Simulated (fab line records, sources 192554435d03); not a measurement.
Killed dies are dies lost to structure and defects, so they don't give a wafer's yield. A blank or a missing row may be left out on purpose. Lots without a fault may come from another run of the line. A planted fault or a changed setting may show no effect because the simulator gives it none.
Split-lot experiment | flow n5_finfet | 7 lots, 39 wafers read, on a route of 1938 steps

THE SPLIT
At N5_BEOL_M8_DESCUM_33 (chemistry O2, time 7 s), the setting time_s was moved away from the recipe's 7 s on 15 of the 39 wafers read, by -55.6% to +43.4%. The other wafers ran this setting at the recipe's value.

The reading is taken at the split's own step.

THE READING
CAR-EUV_of_BEOL_M8_COAT_22.thk_nm (the simulator's own value, which no gauge read), in nm, at N5_BEOL_M8_DESCUM_33 (chemistry O2, time 7 s). The file gives no usual value for it. The 24 wafers here that ran the recipe average 26.1 nm, standard deviation 0.11 nm.

wafer  | tool, chamber at the split | time_s as run, s | against the recipe | CAR-EUV_of_BEOL_M8_COAT_22.thk_nm, nm | against lot-mates on the recipe
L074.1 | rie_diel-05, 3,1,2,1,2     | 7                | recipe             | 26.2                                  | -
L074.3 | rie_diel-05, 3,1,2,1,2     | 7                | recipe             | 26.2                                  | -
L074.4 | rie_diel-05, 3,1,2,1,2     | 7                | recipe             | 26.2                                  | -
L074.5 | rie_diel-05, 3,1,2,1,2     | 7                | recipe             | 26.2                                  | -
L074.6 | rie_diel-05, 3,1,2,1,2     | 7                | recipe             | 26.2                                  | -
L074.2 | rie_diel-05, 0             | 7                | recipe             | 26.4                                  | -
L075.1 | rie_diel-05, 2,3,0         | 7                | recipe             | 26                                    | -
L075.2 | rie_diel-05, 2,3,0         | 7                | recipe             | 26                                    | -
L075.4 | rie_diel-05, 2,3,0         | 7                | recipe             | 26                                    | -
L075.3 | rie_diel-05, 1             | 4.458            | -36.3%             | 27.4                                  | +1.4
L075.5 | rie_diel-05, 1             | 4.458            | -36.3%             | 27.4                                  | +1.4
L075.6 | rie_diel-05, 0             | 4.458            | -36.3%             | 27.2                                  | +1.2
L084.1 | rie_diel-05, 0,3,0         | 7                | recipe             | 26.2                                  | -
L084.5 | rie_diel-05, 0,3,0         | 7                | recipe             | 26.2                                  | -
L084.6 | rie_diel-05, 0,3,0         | 7                | recipe             | 26.2                                  | -
L084.2 | rie_diel-05, 3,2,1         | 4.054            | -42.1%             | 27.8                                  | +1.6
L084.3 | rie_diel-05, 3,2,1         | 4.054            | -42.1%             | 27.8                                  | +1.6
L084.4 | rie_diel-05, 3,2,1         | 4.054            | -42.1%             | 27.8                                  | +1.6
L086.1 | rie_diel-03, 3,1,1         | 3.11             | -55.6%             | 28                                    | +1.9
L086.2 | rie_diel-03, 3,1,1         | 3.11             | -55.6%             | 28                                    | +1.9
L086.4 | rie_diel-03, 3,1,1         | 3.11             | -55.6%             | 28                                    | +1.9
L086.3 | rie_diel-03, 2             | 7                | recipe             | 26.2                                  | -
L086.5 | rie_diel-03, 2,3           | 7                | recipe             | 26                                    | -
L086.6 | rie_diel-03, 2,3           | 7                | recipe             | 26                                    | -
L087.2 | rie_diel-04, 0,3,2         | 7                | recipe             | 26                                    | -
L087.3 | rie_diel-04, 0,3,2         | 7                | recipe             | 26                                    | -
L087.4 | rie_diel-04, 0,3,2         | 7                | recipe             | 26                                    | -
L089.1 | rie_diel-05, 2             | 10.04            | +43.4%             | 24.6                                  | -1.6
L089.2 | rie_diel-05, 1,1,0         | 7                | recipe             | 26.2                                  | -
L089.4 | rie_diel-05, 1,1,0         | 7                | recipe             | 26.2                                  | -
L089.6 | rie_diel-05, 1,1,0         | 7                | recipe             | 26.2                                  | -
L089.3 | rie_diel-05, 0,2           | 10.04            | +43.4%             | 24.8                                  | -1.4
L089.5 | rie_diel-05, 0,2           | 10.04            | +43.4%             | 24.8                                  | -1.4
L091.1 | rie_diel-05, 3             | 7                | recipe             | 26.2                                  | -
L091.3 | rie_diel-05, 3             | 7                | recipe             | 26.2                                  | -
L091.6 | rie_diel-05, 3             | 7                | recipe             | 26.2                                  | -
L091.2 | rie_diel-05, 0             | 5.879            | -16.0%             | 26.8                                  | +0.6
L091.4 | rie_diel-05, 0             | 5.879            | -16.0%             | 26.8                                  | +0.6
L091.5 | rie_diel-05, 0             | 5.879            | -16.0%             | 26.8                                  | +0.6
Where a row lists several chambers, the file gives one row for several wafers and doesn't say which wafer went through which chamber.

THE FIT
A straight line over all 39 wafers: CAR-EUV_of_BEOL_M8_COAT_22.thk_nm changes by -0.0343 nm for each +1% of time_s; r = -0.99; the points scatter about the line by 0.12 nm.
The same after taking each lot's own level away (the mean of its wafers on the recipe; 39 wafers): -0.0354 nm for each +1%; r = -1.00; scatter 0.067 nm.
On that fit, the largest move of time_s shifts the reading by 2 nm.
The lots' own levels span 26.00 to 26.23 nm, that is 2.2 times the standard deviation above.
So the lot-to-lot level changes the slope little: the two slopes agree.
Check: with one of the wafers moved furthest among these (-55.6%) left out of the fit, the line predicts +1.99 nm for it against its lot-mates. It came out at +1.93 nm against them.

OTHER SPLITS ON THESE WAFERS
These wafers also went through other splits before the reading. Each is held against what the fit with the lots' levels taken away leaves over:
other split on the same wafers    | wafers away from the commonest value | r with CAR-EUV_of_BEOL_M8_COAT_22.thk_nm (lot level and that fit taken away)
N5_DUMMY_GATE_CVD_03 target_thk_a | 18                                   | +0.05
N5_ILD0_PRECLEAN_10 time_s        | 18                                   | -0.18
N5_MOL_CONTACT_COAG_ALD_27 time_s | 15                                   | +0.09
N5_BEOL_M4_TRENCH_ETCH_37 time_s  | 18                                   | +0.10

THE FILE'S OWN FIT
CAR-EUV_of_BEOL_M8_COAT_22.thk_nm changes by -0.0356 nm for each +1% of time_s, r = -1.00.
